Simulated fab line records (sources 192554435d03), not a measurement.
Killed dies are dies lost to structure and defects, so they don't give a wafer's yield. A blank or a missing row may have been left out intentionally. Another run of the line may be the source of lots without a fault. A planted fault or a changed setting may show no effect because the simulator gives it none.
Tool commonality check :: flow n5_finfet :: Sampled: 10 lots, 28 wafers

== REASON FOR OPENING ==
On 2 of the 10 lots, a flag is raised at N5_SD_EPI_P_INSPECT_26 on the reading raw_defect_count. Wafers without a fault read 176, standard deviation 39.
Rule: a lot gets a flag if all its wafers with a number sit over 4 standard deviations from that mean, or if no wafer of it has a number. As for the other lots, they are considered sound.

lot: L658
measured: day 5 05:10
on: defect_inspect-01
raw_defect_count, wafer by wafer: 222 166 165
flag: 

lot: L663
measured: day 6 14:29
on: defect_inspect-02
raw_defect_count, wafer by wafer: 1443 1496 1559
flag: FLAGGED

lot: L664
measured: day 6 17:08
on: defect_inspect-01
raw_defect_count, wafer by wafer: 1425 1407 1436
flag: FLAGGED

lot: L666
measured: day 7 03:49
on: defect_inspect-01
raw_defect_count, wafer by wafer: 238 188 155
flag: 

lot: L667
measured: day 7 10:57
on: defect_inspect-02
raw_defect_count, wafer by wafer: 217 154 193
flag: 

lot: L668
measured: day 7 17:17
on: defect_inspect-01
raw_defect_count, wafer by wafer: 197 241 151
flag: 

lot: L670
measured: day 8 04:08
on: defect_inspect-01
raw_defect_count, wafer by wafer: 164 142
flag: 

lot: L671
measured: day 8 12:40
on: defect_inspect-01
raw_defect_count, wafer by wafer: 145 177 221
flag: 

lot: L673
measured: day 8 20:34
on: defect_inspect-01
raw_defect_count, wafer by wafer: 182 145
flag: 

lot: L674
measured: day 9 05:55
on: defect_inspect-02
raw_defect_count, wafer by wafer: 190 215 149
flag: 
Average over the flagged lots: 1461; offset from the usual +1285, equal to +33 standard deviations.

== LOT BY LOT: THE TOOL USED ==
4 process steps preceding the reading are held in the record, out of 1938 steps in the route. Read each cell as the tool, then ch plus the chambers that the sampled wafers visited, then the start.
lot: L658
flag: 
N5_SD_EPI_P_DESCUM_14: rie_diel-02 ch 0,2,3, day 5 01:27
N5_SD_EPI_P_ETCH_37: rie_diel-02 ch 0,2,3, day 5 01:32
N5_SD_EPI_P_ETCHBACK_46: rie_diel-02 ch 0,2,3, day 5 01:52
N5_SD_EPI_P_STRIP_50: rie_diel-02 ch 0,2,3, day 5 02:07

lot: L663
flag: FLAGGED
N5_SD_EPI_P_DESCUM_14: rie_diel-02 ch 0,2,3, day 6 08:46
N5_SD_EPI_P_ETCH_37: rie_diel-02 ch 0,2,3, day 6 08:52
N5_SD_EPI_P_ETCHBACK_46: rie_diel-02 ch 0,2,3, day 6 09:11
N5_SD_EPI_P_STRIP_50: rie_diel-02 ch 0,2,3, day 6 09:26

lot: L664
flag: FLAGGED
N5_SD_EPI_P_DESCUM_14: rie_diel-06 ch 1,2,3, day 6 12:34
N5_SD_EPI_P_ETCH_37: rie_diel-06 ch 1,2,3, day 6 12:40
N5_SD_EPI_P_ETCHBACK_46: rie_diel-06 ch 1,2,3, day 6 12:59
N5_SD_EPI_P_STRIP_50: rie_diel-06 ch 1,2,3, day 6 13:14

lot: L666
flag: 
N5_SD_EPI_P_DESCUM_14: rie_diel-06 ch 0,2, day 6 23:14
N5_SD_EPI_P_ETCH_37: rie_diel-06 ch 0,2, day 6 23:20
N5_SD_EPI_P_ETCHBACK_46: rie_diel-06 ch 0,2, day 6 23:40
N5_SD_EPI_P_STRIP_50: rie_diel-06 ch 0,2, day 6 23:54

lot: L667
flag: 
N5_SD_EPI_P_DESCUM_14: rie_diel-06 ch 1,2,3, day 7 06:21
N5_SD_EPI_P_ETCH_37: rie_diel-06 ch 1,2,3, day 7 06:26
N5_SD_EPI_P_ETCHBACK_46: rie_diel-06 ch 1,2,3, day 7 06:46
N5_SD_EPI_P_STRIP_50: rie_diel-06 ch 1,2,3, day 7 07:01

lot: L668
flag: 
N5_SD_EPI_P_DESCUM_14: rie_diel-06 ch 0,1,2, day 7 12:36
N5_SD_EPI_P_ETCH_37: rie_diel-06 ch 0,1,2, day 7 12:42
N5_SD_EPI_P_ETCHBACK_46: rie_diel-06 ch 0,1,2, day 7 13:01
N5_SD_EPI_P_STRIP_50: rie_diel-06 ch 0,1,2, day 7 13:16

lot: L670
flag: 
N5_SD_EPI_P_DESCUM_14: rie_diel-06 ch 0,1, day 8 00:25
N5_SD_EPI_P_ETCH_37: rie_diel-06 ch 0,1, day 8 00:30
N5_SD_EPI_P_ETCHBACK_46: rie_diel-06 ch 0,1, day 8 00:49
N5_SD_EPI_P_STRIP_50: rie_diel-06 ch 0,1, day 8 01:04

lot: L671
flag: 
N5_SD_EPI_P_DESCUM_14: rie_diel-06 ch 1,2,3, day 8 08:05
N5_SD_EPI_P_ETCH_37: rie_diel-06 ch 1,2,3, day 8 08:11
N5_SD_EPI_P_ETCHBACK_46: rie_diel-06 ch 1,2,3, day 8 08:30
N5_SD_EPI_P_STRIP_50: rie_diel-06 ch 1,2,3, day 8 08:44

lot: L673
flag: 
N5_SD_EPI_P_DESCUM_14: rie_diel-06 ch 0,2, day 8 16:52
N5_SD_EPI_P_ETCH_37: rie_diel-06 ch 0,2, day 8 16:57
N5_SD_EPI_P_ETCHBACK_46: rie_diel-06 ch 0,2, day 8 17:16
N5_SD_EPI_P_STRIP_50: rie_diel-06 ch 0,2, day 8 17:31

lot: L674
flag: 
N5_SD_EPI_P_DESCUM_14: rie_diel-06 ch 0,1,3, day 9 02:12
N5_SD_EPI_P_ETCH_37: rie_diel-06 ch 0,1,3, day 9 02:17
N5_SD_EPI_P_ETCHBACK_46: rie_diel-06 ch 0,1,3, day 9 02:37
N5_SD_EPI_P_STRIP_50: rie_diel-06 ch 0,1,3, day 9 02:52
These steps, and what they do:
- N5_SD_EPI_P_DESCUM_14: chemistry O2, time 7.9 s.
- N5_SD_EPI_P_ETCH_37: etches SOC in N2/H2, overetch 108 nm, time 486 s.
- N5_SD_EPI_P_ETCHBACK_46: etches SiNx in CH3F/O2, stops on SiO2, target depth 17.5 nm.
- N5_SD_EPI_P_STRIP_50: strips in CHF3/O2.
- N5_SD_EPI_P_INSPECT_26: inspects for defects (darkfield).

== FLAGGED OVER TOTAL, TOOL BY TOOL (the gauges that took the reading come last) ==
step: N5_SD_EPI_P_DESCUM_14
tool: rie_diel-02
lots run: 2
flagged: 1
share of the flagged lots: some
sound lots run after its first flagged lot: 0

step: N5_SD_EPI_P_DESCUM_14
tool: rie_diel-06
lots run: 8
flagged: 1
share of the flagged lots: some
sound lots run after its first flagged lot: 7 (L666,L667,L668,L670,L671,L673,L674)

step: N5_SD_EPI_P_ETCH_37
tool: rie_diel-02
lots run: 2
flagged: 1
share of the flagged lots: some
sound lots run after its first flagged lot: 0

step: N5_SD_EPI_P_ETCH_37
tool: rie_diel-06
lots run: 8
flagged: 1
share of the flagged lots: some
sound lots run after its first flagged lot: 7 (L666,L667,L668,L670,L671,L673,L674)

step: N5_SD_EPI_P_ETCHBACK_46
tool: rie_diel-02
lots run: 2
flagged: 1
share of the flagged lots: some
sound lots run after its first flagged lot: 0

step: N5_SD_EPI_P_ETCHBACK_46
tool: rie_diel-06
lots run: 8
flagged: 1
share of the flagged lots: some
sound lots run after its first flagged lot: 7 (L666,L667,L668,L670,L671,L673,L674)

step: N5_SD_EPI_P_STRIP_50
tool: rie_diel-02
lots run: 2
flagged: 1
share of the flagged lots: some
sound lots run after its first flagged lot: 0

step: N5_SD_EPI_P_STRIP_50
tool: rie_diel-06
lots run: 8
flagged: 1
share of the flagged lots: some
sound lots run after its first flagged lot: 7 (L666,L667,L668,L670,L671,L673,L674)

step: N5_SD_EPI_P_INSPECT_26
tool: defect_inspect-01
lots run: 7
flagged: 1
share of the flagged lots: some
sound lots run after its first flagged lot: 5 (L666,L668,L670,L671,L673)

step: N5_SD_EPI_P_INSPECT_26
tool: defect_inspect-02
lots run: 3
flagged: 1
share of the flagged lots: some
sound lots run after its first flagged lot: 2 (L667,L674)

== WHAT THE TABLE ALLOWS ==
No row of the table ran every flagged lot.

== WHAT THE SIMULATOR HAD PUT IN ==
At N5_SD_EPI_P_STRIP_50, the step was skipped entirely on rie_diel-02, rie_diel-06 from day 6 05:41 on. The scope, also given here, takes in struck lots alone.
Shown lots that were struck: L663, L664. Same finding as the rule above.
